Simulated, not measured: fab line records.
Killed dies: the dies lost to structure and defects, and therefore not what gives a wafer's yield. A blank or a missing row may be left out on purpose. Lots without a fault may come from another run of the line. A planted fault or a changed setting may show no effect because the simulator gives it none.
A lot that was struck, set against a sound lot | flow n5 finfet | 44 out of 1938 route steps
Sound: wafers L150.3, L150.4, L150.5. Struck: wafer L162.5; the same lot's L162.6 was not struck, so it is left out; see the end for the cause.
Order at every step that has rows: each side's tool, ch and its chambers, its first start. Under that, the readings that differ: sound wafers | struck wafers | difference of the means | sigmas: that difference in standard deviations of wafers without a fault.
alike: same words and numbers on both sides, and readings whose means sit less than 2 such deviations apart. not compared: any withheld reading, any reading some wafer has no value for, any bound like >300 that may hide the same value, and any number with overlapping values for which the record gives no deviation.
A row with sigmas, a row that says differs or no value, or rows on one side alone: a step with any of these is where the two part. Non-overlapping numbers with no deviation appear without sigmas and do not part them. Lack of a reading on every wafer of one side parts them only where that side has two or more wafers.

first, 4 steps without rows for these wafers: N5_PMOS_HMC_CHANNEL_EPI_PRECLEAN_37 (cleans in O3/DIW, time 45 s); N5_PMOS_HMC_CHANNEL_EPI_PRECLEAN_24 (cleans in DHF, time 30 s); N5_PMOS_HMC_CHANNEL_EPI_SRD_25 (time 30 s); N5_PMOS_HMC_CHANNEL_EPI_EPI_26 (deposits Si from SiH4/H2, target thk 3.8 nm, time 22.7 s).
N5_PMOS_HMC_CHANNEL_EPI_INSPECT_30: inspects for defects (darkfield).
  sound: defect inspect-01 at day 2 01:56; struck: defect inspect-01 at day 5 04:10
  alike: raw defect count
then, 4 steps without rows for these wafers: N5_FIN_SAQP_PRECLEAN_42 (cleans in O3/DIW, time 60 s); N5_FIN_SAQP_PRECLEAN_00 (cleans in SC1, time 60 s); N5_FIN_SAQP_PRECLEAN_44 (cleans in SC2, time 45 s); N5_FIN_SAQP_SRD_01 (time 30 s).
N5_FIN_SAQP_ALD_61: deposits SiO2, target thk 4 nm, pulse time 1 s, purge time 2 s.
  sound on ald sin-03 ch 0,1,3, day 2 02:03; struck on ald sin-01 ch 0, day 5 04:23
  alike: heater power w, precursor pulse height rel, susceptor temp C
  not compared: since wet clean h
N5_FIN_SAQP_DENSIFY_62: time 60 s.
  sound on rtp anneal-01 ch 0, day 2 02:19; struck on rtp anneal-02 ch 0, day 5 04:43
  alike: lamp power pct, wafer_temp_C_max
N5_FIN_SAQP_HM_DEP_03: deposits SiNx from SiH4/NH3/N2, target thk 38 nm, time 33.6 s.
  sound on pecvd-04 ch 0,2, day 2 02:28; struck on pecvd-01 ch 1, day 5 04:52
  reading                                      | sound             | struck | difference | sigmas
  showerhead plenum p Torr (Torr)              | 5.126 5.128 5.114 | 5.182  | +0.059     | +2
  throttle valve pct (%)                       | 37.8 37.9 40.6    | 42.6   | +3.8       | +2
  model.SiNx_of_FIN_SAQP_HM_DEP_03.thk nm (nm) | 37.69 38.25 37.83 | 36.38  | -1.54      |
  alike: heater power w, susceptor temp C
  not compared: since wet clean h
N5_FIN_SAQP_THK_MEAS_05:
  sound: film metro-02 at day 2 02:34; struck: film metro-02 at day 5 04:56
  reading     | sound          | struck | difference | sigmas
  thk nm (nm) | 37.7 38.2 37.8 | 36.4   | -1.5       | -3
N5_FIN_SAQP_PECVD_47: deposits a-Si from SiH4/He, target thk 45 nm, time 36.3 s.
  sound on pecvd-01 ch 0,1,2, day 2 02:35; struck on pecvd-01 ch 1, day 5 05:01
  alike: heater power w, showerhead plenum p Torr, susceptor temp C, throttle valve pct
  not compared: since wet clean h
then, 1 step without rows for these wafers: N5_FIN_SAQP_PECVD_48 (deposits SiNx from SiH4/NH3/N2, target thk 25 nm, time 22.1 s).
N5_FIN_SAQP_PECVD_06: deposits a-Si from SiH4/He, target thk 60 nm, time 48.1 s.
  sound on pecvd-01 ch 0,1,2, day 2 02:41; struck on pecvd-01 ch 1, day 5 05:09
  alike: heater power w, showerhead plenum p Torr, susceptor temp C, throttle valve pct
  not compared: since wet clean h
N5_FIN_SAQP_THK_MEAS_07:
  sound: film metro-01 at day 2 02:46; struck: film metro-02 at day 5 05:13
  alike: thk nm
then, 9 steps without rows for these wafers: N5_FIN_SAQP_HM_DEP_72 (deposits SiO2 from SiH4/N2O, target thk 12 nm, time 7.2 s); N5_FIN_SAQP_COAT_49 (time 60 s, resist thk 100 nm); N5_FIN_SAQP_COAT_50 (time 60 s, resist thk 35 nm); N5_FIN_SAQP_COAT_10 (resist thk 90 nm); N5_FIN_SAQP_EBR_12; N5_FIN_SAQP_SOFTBAKE_11 (time 60 s); N5_FIN_SAQP_EXPOSE_13 (exposes mask FIN CORE, target cd 35.6 nm); N5_FIN_SAQP_PEB_14 (peb time 60 s); N5_FIN_SAQP_DEVELOP_15 (develop time 30 s).
N5_FIN_SAQP_CD_MEAS_16: the cd target is 35.6 nm.
  sound on cd sem-01 ch 0, day 2 03:15; struck on cd sem-02 ch 0, day 5 05:42
  alike: cd nm
N5_FIN_SAQP_OVL_MEAS_17:
  sound on overlay-02 ch 0, day 2 03:17; struck on overlay-02 ch 0, day 5 05:44
  alike: FIN_CORE_OVL
N5_FIN_SAQP_INSPECT_18: inspects for defects (brightfield).
  sound: defect inspect-02 at day 2 03:19; struck: defect inspect-02 at day 5 05:46
  alike: raw defect count
then, 11 steps without rows for these wafers: N5_FIN_SAQP_DESCUM_21 (chemistry O2, time 7.9 s); N5_FIN_SAQP_ETCH_51 (etches SiARC in CF4, target depth 45.5 nm, time 75.8 s); N5_FIN_SAQP_ETCH_52 (etches SOC in N2/H2, target depth 100 nm, overetch 20 nm, time 150 s); N5_FIN_SAQP_STRIP_53 (strips in N2/H2); N5_FIN_SAQP_HM_OPEN_73 (chemistry CHF3/O2, target SiO2, stops on a-Si, target depth 12 nm, time 16.8 s); N5_FIN_SAQP_STRIP_74 (strips in CHF3/O2); N5_FIN_SAQP_MANDREL_ETCH_22 (etches a-Si in HBr/Cl2, stops on SiNx, target depth 60 nm, bt time 10 s, time 30 s); N5_FIN_SAQP_STRIP_55 (strips in N2/H2); N5_FIN_SAQP_STRIP_23 (strips in SPM, time 750 s); N5_FIN_SAQP_SRD_66 (time 30 s); N5_FIN_SAQP_RECESS_75 (chemistry HF/NH3, target SiO2, target depth 14.4 nm, afs cycles 3, sublimation time 60 s).
N5_FIN_SAQP_SPACER1_ALD_24: deposits SiO2, target thk 20.3 nm, pulse time 1 s, purge time 2 s.
  sound on ald sin-01 ch 1,2,3, day 2 04:50; struck on ald sin-04 ch 2, day 5 07:21
  alike: heater power w, precursor pulse height rel, susceptor temp C
  not compared: since wet clean h
N5_FIN_SAQP_HM_OPEN_33: chemistry CH3F/O2, target SiNx, target depth 49.4 nm, time 70.6 s.
  sound on rie diel-05 ch 0,2,3, day 2 07:20; struck on rie diel-03 ch 2, day 5 09:53
  reading                  | sound            | struck | difference | sigmas
  etch rf on time s (s)    | 68.4 70.0 70.1   | 67.2   | -2.3       | -2
  model.etch.depth nm (nm) | 37.07 37.62 37.2 | 35.75  | -1.55      |
  alike: CH3F_flow_sccm, drypump motor current A, oes product au, rf vpp V, showerhead plenum p Torr, throttle valve pct
  not compared: rf hours counter h
N5_STI_FIN_REVEAL_RECESS_09: chemistry HF/NH3, target SiO2, afs cycles 11, target depth 42.5 nm, sublimation time 60 s.
  sound on vapor etch-01 ch 0,1, day 2 16:05; struck on vapor etch-01 ch 1, day 5 19:26
  reading                                      | sound        | struck | difference | sigmas
  model.SiNx_of_FIN_SAQP_HM_DEP_03.thk nm (nm) | 17.8 18.8 18 | 16.4   | -1.8       |
  alike: drypump motor current A
-- here the record skips 11 days between the struck wafers' starts before and after, leaving off in module STI_FIN_REVEAL and picking up in module PASSIVATION (first step shown: number 1936 of the route) --
N5_PASSIVATION_PROBE_49:
  sound: prober-01 at day 13 00:02; struck: prober-02 at day 16 22:18
  reading             | sound    | struck | difference | sigmas
  killed_at_M4_up     | 35 22 34 | 9      | -21        | -4
  killed at front end | 30 22 44 | 55     | +23        | +2
  alike: killed_at_M0_to_M3, killed at contacts, killed at other, killed dies, killed on rim, killed open, killed short

WHERE THEY PART
Last at N5_PASSIVATION_PROBE_49 as far as this record goes, first at N5_FIN_SAQP_HM_DEP_03.

WHY: the cause the simulator had injected
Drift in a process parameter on pecvd-01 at N5_FIN_SAQP_HM_DEP_03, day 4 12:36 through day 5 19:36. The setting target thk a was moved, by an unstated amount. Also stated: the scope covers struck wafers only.
